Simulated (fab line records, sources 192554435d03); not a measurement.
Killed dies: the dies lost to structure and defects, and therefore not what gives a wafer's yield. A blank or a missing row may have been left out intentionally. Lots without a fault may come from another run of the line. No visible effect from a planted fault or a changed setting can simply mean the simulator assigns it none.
fab line records :: flow n5Finfet :: part 2 of 2: steps 19 to 27 of 27
record
  lots=5
  wafers=15
  lastDay=18
route steps=1938 shown BEOL_M10@1503
lots that met no fault: from a run of the same line without faults
startH: hours from the record's first day to the start of the lot's first wafer shown :: waitH: how many hours have passed since the lot's step before this one :: " repeats the value in the row above :: L1.1+2: several wafers, shown together as one row :: - no value present, or no start provided :: * or withheld: withheld :: < > ~ a bound
route shown NAME@n: NAME is a module with steps in the file, n the number in the route of the first one :: usual: the fault-free wafers' mean and standard deviation :: same: alike in all rows :: chamber/n: place in a boat :: sites: per-site readings :: _std_site: their standard deviation :: _edge_site: inner sites' mean taken away from outer sites' mean :: radiusMm: for every site, how far away it sits from the centre of the wafer :: mask NAME#n: copy n :: behind: the last tool/chamber to shape the wafer :: hold: what put the lot on hold/how long, in hours/how the hold closed :: device: names the non-switching transistor (n, p or np) :: end of line: the same wafers' tests at the end of the route :: a step with no rows: only its recipe :: killed: dies lost to structure and defects at the first sort, not the wafer's yield :: map: the dies of a wafer, with x for killed, . for not killed, _ for no die there
set.NAME: setting as actually run; set.NAME@STEP: the setting as run at that earlier step :: model.NAME: the simulator's own value behind a step, which no gauge read
lots at selected steps of the route; one table per step, one row per wafer
services: from which hour (startH, from the record's first day; less than 0 if before it) a tool's chamber was out of use, for how many hours, and why
## steps
# step N5_BEOL_M10_CURE_72
# recipe
  tempC=370
  timeS=120
  ambient=DMADMS/He
  material=SiCOH_lowk
# usual
  lampPowerPct=52.31/0.056
  wafer_temp_C_max=371.5/0.68
lot.wafer: L077.2
tool: uvCure-03
chamber: 0
startH: 255.52
waitH: 0.1
lampPowerPct: 52.31
wafer_temp_C_max: 371.9

lot.wafer: L077.3
tool: uvCure-03
chamber: 0
startH: 255.52
waitH: 0.1
lampPowerPct: 52.33
wafer_temp_C_max: 371.7

lot.wafer: L077.5
tool: uvCure-03
chamber: 0
startH: 255.52
waitH: 0.1
lampPowerPct: 52.32
wafer_temp_C_max: 371.3

lot.wafer: L083.1
tool: uvCure-01
chamber: 2
startH: 285.07
waitH: 0.0
lampPowerPct: 52.30
wafer_temp_C_max: 371.5

lot.wafer: L083.5
tool: uvCure-01
chamber: 2
startH: 285.07
waitH: 0.0
lampPowerPct: 52.26
wafer_temp_C_max: 371.7

lot.wafer: L083.6
tool: uvCure-01
chamber: 2
startH: 285.07
waitH: 0.0
lampPowerPct: 52.32
wafer_temp_C_max: 372.5

lot.wafer: L090.4
tool: uvCure-03
chamber: 2
startH: 325.67
waitH: 0.2
lampPowerPct: 52.29
wafer_temp_C_max: 371.8

lot.wafer: L090.5
tool: uvCure-03
chamber: 2
startH: 325.67
waitH: 0.2
lampPowerPct: 52.40
wafer_temp_C_max: 372.2

lot.wafer: L090.6
tool: uvCure-03
chamber: 2
startH: 325.67
waitH: 0.2
lampPowerPct: 52.30
wafer_temp_C_max: 372.8

lot.wafer: L092.2
tool: uvCure-02
chamber: 1
startH: 344.34
waitH: 0.3
lampPowerPct: 52.37
wafer_temp_C_max: 371.2

lot.wafer: L092.3
tool: uvCure-02
chamber: 1
startH: 344.34
waitH: 0.3
lampPowerPct: 52.25
wafer_temp_C_max: 371.5

lot.wafer: L092.5
tool: uvCure-02
chamber: 1
startH: 344.34
waitH: 0.3
lampPowerPct: 52.29
wafer_temp_C_max: 370.7

lot.wafer: L097.2
tool: uvCure-02
chamber: 0
startH: 374.03
waitH: 0.2
lampPowerPct: 52.20
wafer_temp_C_max: 371.0

lot.wafer: L097.4
tool: uvCure-02
chamber: 0
startH: 374.03
waitH: 0.2
lampPowerPct: 52.35
wafer_temp_C_max: 370.7

lot.wafer: L097.6
tool: uvCure-02
chamber: 0
startH: 374.03
waitH: 0.2
lampPowerPct: 52.32
wafer_temp_C_max: 371.0
# step N5_BEOL_M10_DEGAS_44
# recipe
  ambient=vacuum
  tempC=250
  timeS=60
# usual
  heaterPowerW=361/28
  susceptorTempC=250.00/0.18
lot.wafer: L077.2
tool: pvdSputter-02
chamber: -
startH: 255.80
waitH: 0.2
heaterPowerW: 347
susceptorTempC: 249.88

lot.wafer: L077.3
tool: pvdSputter-02
chamber: -
startH: 255.80
waitH: 0.2
heaterPowerW: 331
susceptorTempC: 249.99

lot.wafer: L077.5
tool: pvdSputter-02
chamber: -
startH: 255.80
waitH: 0.2
heaterPowerW: 327
susceptorTempC: 250.12

lot.wafer: L083.1
tool: pvdSputter-01
chamber: -
startH: 285.40
waitH: 0.3
heaterPowerW: 415
susceptorTempC: 250.46

lot.wafer: L083.5
tool: pvdSputter-01
chamber: -
startH: 285.40
waitH: 0.3
heaterPowerW: 339
susceptorTempC: 249.53

lot.wafer: L083.6
tool: pvdSputter-01
chamber: -
startH: 285.40
waitH: 0.3
heaterPowerW: 407
susceptorTempC: 250.26

lot.wafer: L090.4
tool: pvdSputter-01
chamber: -
startH: 326.29
waitH: 0.6
heaterPowerW: 400
susceptorTempC: 249.70

lot.wafer: L090.5
tool: pvdSputter-01
chamber: -
startH: 326.29
waitH: 0.6
heaterPowerW: 408
susceptorTempC: 249.96

lot.wafer: L090.6
tool: pvdSputter-01
chamber: -
startH: 326.29
waitH: 0.6
heaterPowerW: 411
susceptorTempC: 249.62

lot.wafer: L092.2
tool: pvdSputter-03
chamber: -
startH: 344.66
waitH: 0.3
heaterPowerW: 398
susceptorTempC: 250.26

lot.wafer: L092.3
tool: pvdSputter-03
chamber: -
startH: 344.66
waitH: 0.3
heaterPowerW: 333
susceptorTempC: 249.99

lot.wafer: L092.5
tool: pvdSputter-03
chamber: -
startH: 344.66
waitH: 0.3
heaterPowerW: 346
susceptorTempC: 249.89

lot.wafer: L097.2
tool: pvdSputter-01
chamber: -
startH: 376.17
waitH: 2.1
heaterPowerW: 349
susceptorTempC: 250.18

lot.wafer: L097.4
tool: pvdSputter-01
chamber: -
startH: 376.17
waitH: 2.1
heaterPowerW: 380
susceptorTempC: 249.95

lot.wafer: L097.6
tool: pvdSputter-01
chamber: -
startH: 376.17
waitH: 2.1
heaterPowerW: 344
susceptorTempC: 250.10
# step N5_BEOL_M10_PRE_CLEAN_45
# recipe
  gas=H2/He
  timeS=30
  tempC=250
# usual
  heaterPowerW=361/27
  susceptorTempC=250.03/0.17
lot.wafer: L077.2
tool: pvdSputter-02
chamber: -
startH: 255.84
waitH: 0.0
heaterPowerW: 350
susceptorTempC: 250.10

lot.wafer: L077.3
tool: pvdSputter-02
chamber: -
startH: 255.84
waitH: 0.0
heaterPowerW: 327
susceptorTempC: 250.01

lot.wafer: L077.5
tool: pvdSputter-02
chamber: -
startH: 255.84
waitH: 0.0
heaterPowerW: 334
susceptorTempC: 250.08

lot.wafer: L083.1
tool: pvdSputter-01
chamber: -
startH: 285.44
waitH: 0.0
heaterPowerW: 409
susceptorTempC: 250.02

lot.wafer: L083.5
tool: pvdSputter-01
chamber: -
startH: 285.44
waitH: 0.0
heaterPowerW: 349
susceptorTempC: 250.36

lot.wafer: L083.6
tool: pvdSputter-01
chamber: -
startH: 285.44
waitH: 0.0
heaterPowerW: 398
susceptorTempC: 250.20

lot.wafer: L090.4
tool: pvdSputter-01
chamber: -
startH: 326.33
waitH: 0.0
heaterPowerW: 408
susceptorTempC: 250.23

lot.wafer: L090.5
tool: pvdSputter-01
chamber: -
startH: 326.33
waitH: 0.0
heaterPowerW: 406
susceptorTempC: 250.03

lot.wafer: L090.6
tool: pvdSputter-01
chamber: -
startH: 326.33
waitH: 0.0
heaterPowerW: 405
susceptorTempC: 250.05

lot.wafer: L092.2
tool: pvdSputter-03
chamber: -
startH: 344.70
waitH: 0.0
heaterPowerW: 395
susceptorTempC: 250.02

lot.wafer: L092.3
tool: pvdSputter-03
chamber: -
startH: 344.70
waitH: 0.0
heaterPowerW: 327
susceptorTempC: 250.07

lot.wafer: L092.5
tool: pvdSputter-03
chamber: -
startH: 344.70
waitH: 0.0
heaterPowerW: 343
susceptorTempC: 249.89

lot.wafer: L097.2
tool: pvdSputter-01
chamber: -
startH: 376.21
waitH: 0.0
heaterPowerW: 355
susceptorTempC: 249.77

lot.wafer: L097.4
tool: pvdSputter-01
chamber: -
startH: 376.21
waitH: 0.0
heaterPowerW: 373
susceptorTempC: 250.16

lot.wafer: L097.6
tool: pvdSputter-01
chamber: -
startH: 376.21
waitH: 0.0
heaterPowerW: 348
susceptorTempC: 249.75
# step N5_BEOL_M10_ALD_74
# recipe
  material=TaN
  targetThkA=20
  tempC=275
  aldPrecursorFamily=PDMAT
  aldCoReactant=NH3
  pressureTorr=3
  carrierFlowSccm=1500
  pulseTimeS=2
  purgeTimeS=3
  coReactantPurgeTimeS=2
  coReactantPulseTimeS=3
  aldCycles=40
  precursorVesselTempC=75
  precursorVesselPressureTorr=26.25
  precursorVesselCarrierSccm=1000
# usual
  heaterPowerW=414/29
  precursorVesselPressureTorr=26.25/0.048
  susceptorTempC=274.98/0.18
lot.wafer: L077.2
tool: aldMetal-02
chamber: 1
startH: 255.95
waitH: 0.1
heaterPowerW: 434
precursorVesselPressureTorr: 26.25
susceptorTempC: 274.93

lot.wafer: L077.3
tool: aldMetal-02
chamber: 0
startH: 255.95
waitH: 0.1
heaterPowerW: 444
precursorVesselPressureTorr: 26.23
susceptorTempC: 275.09

lot.wafer: L077.5
tool: aldMetal-02
chamber: 1
startH: 255.95
waitH: 0.1
heaterPowerW: 446
precursorVesselPressureTorr: 26.19
susceptorTempC: 275.06

lot.wafer: L083.1
tool: aldMetal-02
chamber: 2
startH: 285.52
waitH: 0.1
heaterPowerW: 403
precursorVesselPressureTorr: 26.33
susceptorTempC: 274.87

lot.wafer: L083.5
tool: aldMetal-02
chamber: 3
startH: 285.52
waitH: 0.1
heaterPowerW: 366
precursorVesselPressureTorr: 26.28
susceptorTempC: 275.07

lot.wafer: L083.6
tool: aldMetal-02
chamber: 2
startH: 285.52
waitH: 0.1
heaterPowerW: 412
precursorVesselPressureTorr: 26.31
susceptorTempC: 274.98

lot.wafer: L090.4
tool: aldMetal-03
chamber: 3
startH: 326.52
waitH: 0.2
heaterPowerW: 400
precursorVesselPressureTorr: 26.30
susceptorTempC: 274.98

lot.wafer: L090.5
tool: aldMetal-03
chamber: 1
startH: 326.52
waitH: 0.2
heaterPowerW: 431
precursorVesselPressureTorr: 26.26
susceptorTempC: 275.05

lot.wafer: L090.6
tool: aldMetal-03
chamber: 0
startH: 326.52
waitH: 0.2
heaterPowerW: 389
precursorVesselPressureTorr: 26.32
susceptorTempC: 274.91

lot.wafer: L092.2
tool: aldMetal-02
chamber: 3
startH: 344.94
waitH: 0.2
heaterPowerW: 357
precursorVesselPressureTorr: 26.30
susceptorTempC: 274.87

lot.wafer: L092.3
tool: aldMetal-02
chamber: 2
startH: 344.94
waitH: 0.2
heaterPowerW: 397
precursorVesselPressureTorr: 26.21
susceptorTempC: 274.86

lot.wafer: L092.5
tool: aldMetal-02
chamber: 0
startH: 344.94
waitH: 0.2
heaterPowerW: 459
precursorVesselPressureTorr: 26.21
susceptorTempC: 274.90

lot.wafer: L097.2
tool: aldMetal-02
chamber: 0
startH: 376.27
waitH: 0.0
heaterPowerW: 458
precursorVesselPressureTorr: 26.23
susceptorTempC: 275.10

lot.wafer: L097.4
tool: aldMetal-02
chamber: 3
startH: 376.27
waitH: 0.0
heaterPowerW: 360
precursorVesselPressureTorr: 26.18
susceptorTempC: 275.23

lot.wafer: L097.6
tool: aldMetal-02
chamber: 1
startH: 376.27
waitH: 0.0
heaterPowerW: 430
precursorVesselPressureTorr: 26.20
susceptorTempC: 274.86
# step N5_BEOL_M10_SURFACE_TREAT_76
# recipe
  gas=Ar
  timeS=*
  ionEnergyEv=*
  ionCurrentMaCm2=0.5
  pressureMtorr=*
  arFlowSccm=30
# usual
  throttleValvePct=*
lot.wafer: L077.2
tool: pvdSputter-02
chamber: -
startH: 256.30
waitH: 0.2
throttleValvePct: *

lot.wafer: L077.3
tool: pvdSputter-02
chamber: -
startH: 256.30
waitH: 0.2
throttleValvePct: *

lot.wafer: L077.5
tool: pvdSputter-02
chamber: -
startH: 256.30
waitH: 0.2
throttleValvePct: *

lot.wafer: L083.1
tool: pvdSputter-03
chamber: -
startH: 285.82
waitH: 0.2
throttleValvePct: *

lot.wafer: L083.5
tool: pvdSputter-03
chamber: -
startH: 285.82
waitH: 0.2
throttleValvePct: *

lot.wafer: L083.6
tool: pvdSputter-03
chamber: -
startH: 285.82
waitH: 0.2
throttleValvePct: *

lot.wafer: L090.4
tool: pvdSputter-01
chamber: -
startH: 326.93
waitH: 0.3
throttleValvePct: *

lot.wafer: L090.5
tool: pvdSputter-01
chamber: -
startH: 326.93
waitH: 0.3
throttleValvePct: *

lot.wafer: L090.6
tool: pvdSputter-01
chamber: -
startH: 326.93
waitH: 0.3
throttleValvePct: *

lot.wafer: L092.2
tool: pvdSputter-02
chamber: -
startH: 345.24
waitH: 0.2
throttleValvePct: *

lot.wafer: L092.3
tool: pvdSputter-02
chamber: -
startH: 345.24
waitH: 0.2
throttleValvePct: *

lot.wafer: L092.5
tool: pvdSputter-02
chamber: -
startH: 345.24
waitH: 0.2
throttleValvePct: *

lot.wafer: L097.2
tool: pvdSputter-01
chamber: -
startH: 376.63
waitH: 0.2
throttleValvePct: *

lot.wafer: L097.4
tool: pvdSputter-01
chamber: -
startH: 376.63
waitH: 0.2
throttleValvePct: *

lot.wafer: L097.6
tool: pvdSputter-01
chamber: -
startH: 376.63
waitH: 0.2
throttleValvePct: *
# step N5_BEOL_M10_CVD_75
# recipe
  material=Co
  targetThkA=20
  tempC=withheld
  precursor=CCTBA/H2
  pressureTorr=30
  timeS=138.9
lot.wafer: L077.2+3+5
tool: cvdCo-01
chamber: 2,1,1
startH: 256.46
waitH: 0.1

lot.wafer: L083.1+5+6
tool: cvdCo-01
chamber: 2,2,1
startH: 286.11
waitH: 0.3

lot.wafer: L090.4+5+6
tool: cvdCo-02
chamber: 1,2,0
startH: 327.27
waitH: 0.3

lot.wafer: L092.2+3+5
tool: cvdCo-02
chamber: 0,0,2
startH: 345.43
waitH: 0.2

lot.wafer: L097.2+4+6
tool: cvdCo-01
chamber: 0,2,1
startH: 376.69
waitH: 0.0
# step N5_BEOL_M10_SPUTTER_48
# recipe
  material=Cu
  targetThkA=120
  tempC=-20
  biasV=60
  powerW=26000
  chamberPressurePa=0.13
  timeS=2
# usual
  cathodeDcPowerW=26000/5.2
  susceptorTempC=-19.98/0.11
  throttleValvePct=29.6/0.98
lot.wafer: L077.2
tool: pvdSputter-02
chamber: -
startH: 256.58
waitH: 0.1
cathodeDcPowerW: 26007
susceptorTempC: -19.83
throttleValvePct: 30.3

lot.wafer: L077.3
tool: pvdSputter-02
chamber: -
startH: 256.58
waitH: 0.1
cathodeDcPowerW: 25998
susceptorTempC: -19.86
throttleValvePct: 29.8

lot.wafer: L077.5
tool: pvdSputter-02
chamber: -
startH: 256.58
waitH: 0.1
cathodeDcPowerW: 26002
susceptorTempC: -19.71
throttleValvePct: 29.6

lot.wafer: L083.1
tool: pvdSputter-01
chamber: -
startH: 287.84
waitH: 1.7
cathodeDcPowerW: 26005
susceptorTempC: -19.94
throttleValvePct: 31.1

lot.wafer: L083.5
tool: pvdSputter-01
chamber: -
startH: 287.84
waitH: 1.7
cathodeDcPowerW: 26004
susceptorTempC: -20.02
throttleValvePct: 27.7

lot.wafer: L083.6
tool: pvdSputter-01
chamber: -
startH: 287.84
waitH: 1.7
cathodeDcPowerW: 26002
susceptorTempC: -20.04
throttleValvePct: 29.2

lot.wafer: L090.4
tool: pvdSputter-02
chamber: -
startH: 328.66
waitH: 1.3
cathodeDcPowerW: 25998
susceptorTempC: -19.99
throttleValvePct: 28.3

lot.wafer: L090.5
tool: pvdSputter-02
chamber: -
startH: 328.66
waitH: 1.3
cathodeDcPowerW: 26005
susceptorTempC: -19.86
throttleValvePct: 29.7

lot.wafer: L090.6
tool: pvdSputter-02
chamber: -
startH: 328.66
waitH: 1.3
cathodeDcPowerW: 25993
susceptorTempC: -20.15
throttleValvePct: 30.1

lot.wafer: L092.2
tool: pvdSputter-02
chamber: -
startH: 347.12
waitH: 1.6
cathodeDcPowerW: 25997
susceptorTempC: -19.98
throttleValvePct: 29.7

lot.wafer: L092.3
tool: pvdSputter-02
chamber: -
startH: 347.12
waitH: 1.6
cathodeDcPowerW: 26003
susceptorTempC: -20.12
throttleValvePct: 28.8

lot.wafer: L092.5
tool: pvdSputter-02
chamber: -
startH: 347.12
waitH: 1.6
cathodeDcPowerW: 26002
susceptorTempC: -19.85
throttleValvePct: 30.5

lot.wafer: L097.2
tool: pvdSputter-03
chamber: -
startH: 376.99
waitH: 0.2
cathodeDcPowerW: 26007
susceptorTempC: -20.01
throttleValvePct: 29.5

lot.wafer: L097.4
tool: pvdSputter-03
chamber: -
startH: 376.99
waitH: 0.2
cathodeDcPowerW: 25999
susceptorTempC: -19.92
throttleValvePct: 30.8

lot.wafer: L097.6
tool: pvdSputter-03
chamber: -
startH: 376.99
waitH: 0.2
cathodeDcPowerW: 25991
susceptorTempC: -20.00
throttleValvePct: 29.7
# step N5_BEOL_M10_ECD_50
# recipe
  material=Cu
  targetThkA=3180
lot.wafer: L077.2+3+5
tool: ecdCu-01
chamber: 0
startH: 256.69
waitH: 0.1

lot.wafer: L083.1+5+6
tool: ecdCu-02
chamber: 0,0,1
startH: 287.96
waitH: 0.1

lot.wafer: L090.4+5+6
tool: ecdCu-01
chamber: 1,1,0
startH: 328.80
waitH: 0.1

lot.wafer: L092.2+3+5
tool: ecdCu-01
chamber: 0,0,1
startH: 347.23
waitH: 0.1

lot.wafer: L097.2+4+6
tool: ecdCu-01
chamber: 0,0,1
startH: 377.20
waitH: 0.2
# step N5_BEOL_M10_ANNEAL_51
# recipe
  tempC=225
  timeS=90
  ambient=N2
# usual
  wafer_temp_C_max=226.2/0.5
lot.wafer: L077.2
tool: rtpAnneal-01
chamber: 0
startH: 256.85
waitH: 0.1
wafer_temp_C_max: 225.7

lot.wafer: L077.3
tool: rtpAnneal-01
chamber: 0
startH: 256.85
waitH: 0.1
wafer_temp_C_max: 225.6

lot.wafer: L077.5
tool: rtpAnneal-01
chamber: 0
startH: 256.85
waitH: 0.1
wafer_temp_C_max: 225.6

lot.wafer: L083.1
tool: rtpAnneal-01
chamber: 0
startH: 288.07
waitH: 0.1
wafer_temp_C_max: 225.5

lot.wafer: L083.5
tool: rtpAnneal-01
chamber: 0
startH: 288.07
waitH: 0.1
wafer_temp_C_max: 225.7

lot.wafer: L083.6
tool: rtpAnneal-01
chamber: 0
startH: 288.07
waitH: 0.1
wafer_temp_C_max: 225.6

lot.wafer: L090.4
tool: rtpAnneal-01
chamber: 0
startH: 329.10
waitH: 0.3
wafer_temp_C_max: 225.7

lot.wafer: L090.5
tool: rtpAnneal-01
chamber: 0
startH: 329.10
waitH: 0.3
wafer_temp_C_max: 225.6

lot.wafer: L090.6
tool: rtpAnneal-01
chamber: 0
startH: 329.10
waitH: 0.3
wafer_temp_C_max: 225.8

lot.wafer: L092.2
tool: rtpAnneal-01
chamber: 0
startH: 347.39
waitH: 0.1
wafer_temp_C_max: 225.8

lot.wafer: L092.3
tool: rtpAnneal-01
chamber: 0
startH: 347.39
waitH: 0.1
wafer_temp_C_max: 225.7

lot.wafer: L092.5
tool: rtpAnneal-01
chamber: 0
startH: 347.39
waitH: 0.1
wafer_temp_C_max: 225.9

lot.wafer: L097.2
tool: rtpAnneal-02
chamber: 0
startH: 377.35
waitH: 0.1
wafer_temp_C_max: 226.8

lot.wafer: L097.4
tool: rtpAnneal-02
chamber: 0
startH: 377.35
waitH: 0.1
wafer_temp_C_max: 226.5

lot.wafer: L097.6
tool: rtpAnneal-02
chamber: 0
startH: 377.35
waitH: 0.1
wafer_temp_C_max: 226.6
## services
tool: rieDiel-04
chamber: 1
startH: 235.11
hours: -
kind: clean

tool: rieDiel-04
chamber: 1
startH: 235.11
hours: -
kind: consumableReplace:focusRing

tool: rieDiel-04
chamber: 1
startH: 235.11
hours: 19.4
kind: scheduledDown

tool: uvCure-03
chamber: -
startH: 245.83
hours: 0.7
kind: repair

tool: uvCure-02
chamber: -
startH: 251.43
hours: 5.2
kind: repair

tool: uvCure-03
chamber: -
startH: 266.58
hours: 0.9
kind: repair

tool: rieDiel-06
chamber: 0
startH: 268.22
hours: 15.3
kind: repair

tool: ecdCu-01
chamber: -
startH: 275.98
hours: 0.8
kind: repair

tool: ecdCu-01
chamber: -
startH: 278.70
hours: 2.6
kind: repair

tool: ecdCu-02
chamber: -
startH: 285.38
hours: 2.5
kind: repair

tool: ecdCu-01
chamber: -
startH: 287.06
hours: 1.2
kind: repair

tool: aldMetal-03
chamber: -
startH: 289.12
hours: 8.7
kind: pm

tool: aldMetal-02
chamber: 0
startH: 293.00
hours: 16.3
kind: repair

tool: rieDiel-06
chamber: 2
startH: 293.88
hours: 4.3
kind: repair

tool: rieDiel-05
chamber: 2
startH: 297.03
hours: 9.6
kind: repair

tool: aldMetal-03
chamber: -
startH: 301.30
hours: 0.4
kind: repair

tool: wetBench-06
chamber: -
startH: 303.61
hours: 1.2
kind: repair

tool: rieDiel-06
chamber: 2
startH: 304.45
hours: 10.4
kind: repair

tool: cvdCo-01
chamber: 2
startH: 326.13
hours: 10.9
kind: repair

tool: uvCure-03
chamber: -
startH: 349.66
hours: 1.0
kind: pm

tool: uvCure-03
chamber: -
startH: 362.26
hours: 24.9
kind: pm

tool: cvdCo-01
chamber: -
startH: 362.30
hours: 0.8
kind: repair

tool: rieDiel-05
chamber: 3
startH: 369.28
hours: 14.3
kind: repair

tool: aldMetal-03
chamber: -
startH: 375.53
hours: 0.9
kind: repair
